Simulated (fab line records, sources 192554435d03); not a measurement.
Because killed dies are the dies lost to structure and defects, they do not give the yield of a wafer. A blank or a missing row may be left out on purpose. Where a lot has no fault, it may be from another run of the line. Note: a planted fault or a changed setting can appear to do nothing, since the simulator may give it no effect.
Split-lot experiment -- flow n5-finfet -- 39 wafers read from 7 lots, route of 1938 steps

== ON THE SPLIT ==
At N5_SD_EPI_N_DESCUM_14 (chemistry O2, time 7.9 s), the setting time-s was moved away from the recipe's 7.9 s on 18 of the 39 wafers read, by -46.2% to +56.5%. All remaining wafers had this setting at the recipe value.

There is no step in the file separating the split from the reading.

== THE READING ==
CAR-ArF-block_of_SD_EPI_N_COAT_03.thk-nm (the simulator's own value, which no gauge read), in nm, at N5_SD_EPI_N_ETCH_34 (etches SiARC in CF4, target depth 45.5 nm, time 75.8 s). The file does not state a usual value for it. The 21 wafers here that ran the recipe average 111.1 nm, standard deviation 0.46 nm.

wafer,"tool, chamber at the split","time-s as run, s",against the recipe,"CAR-ArF-block_of_SD_EPI_N_COAT_03.thk-nm, nm",against lot-mates on the recipe
L074.1,"rie-diel-05, 1,0",11.29,+42.9%,108.8,-2.6
L074.2,"rie-diel-05, 1,0",11.29,+42.9%,108.8,-2.6
L074.3,"rie-diel-05, 3",11.29,+42.9%,109.6,-1.8
L074.4,"rie-diel-05, 0,1,3",7.9,recipe,111.4,-
L074.5,"rie-diel-05, 0,1,3",7.9,recipe,111.4,-
L074.6,"rie-diel-05, 0,1,3",7.9,recipe,111.4,-
L075.1,"rie-diel-04, 2",4.248,-46.2%,113,+2.6
L075.2,"rie-diel-04, 1,3",4.248,-46.2%,112.6,+2.2
L075.5,"rie-diel-04, 1,3",4.248,-46.2%,112.6,+2.2
L075.3,"rie-diel-04, 0,3",7.9,recipe,110.6,-
L075.4,"rie-diel-04, 0,3",7.9,recipe,110.6,-
L075.6,"rie-diel-04, 0",7.9,recipe,110,-
L077.1,"rie-diel-04, 2",7.9,recipe,112,-
L077.2,"rie-diel-04, 1",9.482,+20.0%,109.8,-1.7
L077.3,"rie-diel-04, 0",7.9,recipe,111.4,-
L077.4,"rie-diel-04, 3",9.482,+20.0%,110.4,-1.1
L077.5,"rie-diel-04, 1",7.9,recipe,111.2,-
L077.6,"rie-diel-04, 2",9.482,+20.0%,110.2,-1.3
L087.1,"rie-diel-04, 3",12.36,+56.5%,108.6,-2.5
L087.2,"rie-diel-04, 1,0",7.9,recipe,111,-
L087.5,"rie-diel-04, 1,0",7.9,recipe,111,-
L087.3,"rie-diel-04, 2",7.9,recipe,111.2,-
L087.4,"rie-diel-04, 0",12.36,+56.5%,108.2,-2.9
L087.6,"rie-diel-04, 1",12.36,+56.5%,107.6,-3.5
L091.1,"rie-diel-05, 0",11.48,+45.3%,108.2,-2.5
L091.2,"rie-diel-05, 3",7.9,recipe,110.4,-
L091.3,"rie-diel-05, 1",11.48,+45.3%,108.8,-1.9
L091.4,"rie-diel-05, 2",7.9,recipe,111.2,-
L091.5,"rie-diel-05, 1",7.9,recipe,110.6,-
L091.6,"rie-diel-05, 2",11.48,+45.3%,109,-1.7
L094.1,"rie-diel-05, 3,2,3",7.9,recipe,111.6,-
L094.5,"rie-diel-05, 3,2,3",7.9,recipe,111.6,-
L094.6,"rie-diel-05, 3,2,3",7.9,recipe,111.6,-
L094.2,"rie-diel-05, 1,2",4.529,-42.7%,113.8,+2.2
L094.4,"rie-diel-05, 1,2",4.529,-42.7%,113.8,+2.2
L094.3,"rie-diel-05, 0",4.529,-42.7%,113.2,+1.6
L095.2,"rie-diel-04, 0,1",7.9,recipe,111.2,-
L095.6,"rie-diel-04, 0,1",7.9,recipe,111.2,-
L095.4,"rie-diel-04, 0",7.9,recipe,111.4,-
The file does not say which wafer passed through which chamber wherever a row lists several chambers: such a row stands for several wafers.

FIT RESULTS
A straight line over all 39 wafers: CAR-ArF-block_of_SD_EPI_N_COAT_03.thk-nm changes by -0.0494 nm for each +1% of time-s; r = -0.95; the points scatter about the line by 0.47 nm.
The same after taking each lot's own level away (the mean of its wafers on the recipe; 39 wafers): -0.0505 nm for each +1%; r = -0.98; scatter 0.31 nm.
According to that fit, moving time-s by its largest amount changes the reading by 2.8 nm.
From 110.40 to 111.60 nm: that is the span of the lots' own levels, equal to 2.6 times the standard deviation above.
So the lot-to-lot level changes the slope little: the two slopes agree.
Check: -2.94 nm against its lot-mates is what the line predicts for one of the wafers moved furthest among these (+56.5%) when that wafer is left out of the fit. It came out at -2.47 nm against them.

== ADDITIONAL SPLITS CARRIED BY THESE WAFERS ==
These wafers also went through other splits before the reading. Each is held against what the fit with the lots' levels taken away leaves over:
other split on the same wafers,wafers away from the commonest value,r with CAR-ArF-block_of_SD_EPI_N_COAT_03.thk-nm (lot level and that fit taken away)
N5_FIN_CUT_CUT_ETCH_26 time-s,9,+0.05

== THE WHOLE CHAIN: every reading that the file lists as answering this split, in the file's order ==
step,what it does,reading,change (the file's fit),r (the file's)
N5_SD_EPI_N_DESCUM_14,"chemistry O2, time 7.9 s","CAR-ArF-block_of_SD_EPI_N_COAT_03.thk-nm (the simulator's own value, which no gauge read)",-0.0516 nm for each +1% of the setting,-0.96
N5_SD_EPI_N_ETCH_34,"etches SiARC in CF4, target depth 45.5 nm, time 75.8 s","CAR-ArF-block_of_SD_EPI_N_COAT_03.thk-nm (the simulator's own value, which no gauge read)",-0.0507 nm for each +1% of the setting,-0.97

== FILE'S OWN FIT ==
CAR-ArF-block_of_SD_EPI_N_COAT_03.thk-nm changes by -0.0507 nm for each +1% of time-s, r = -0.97.
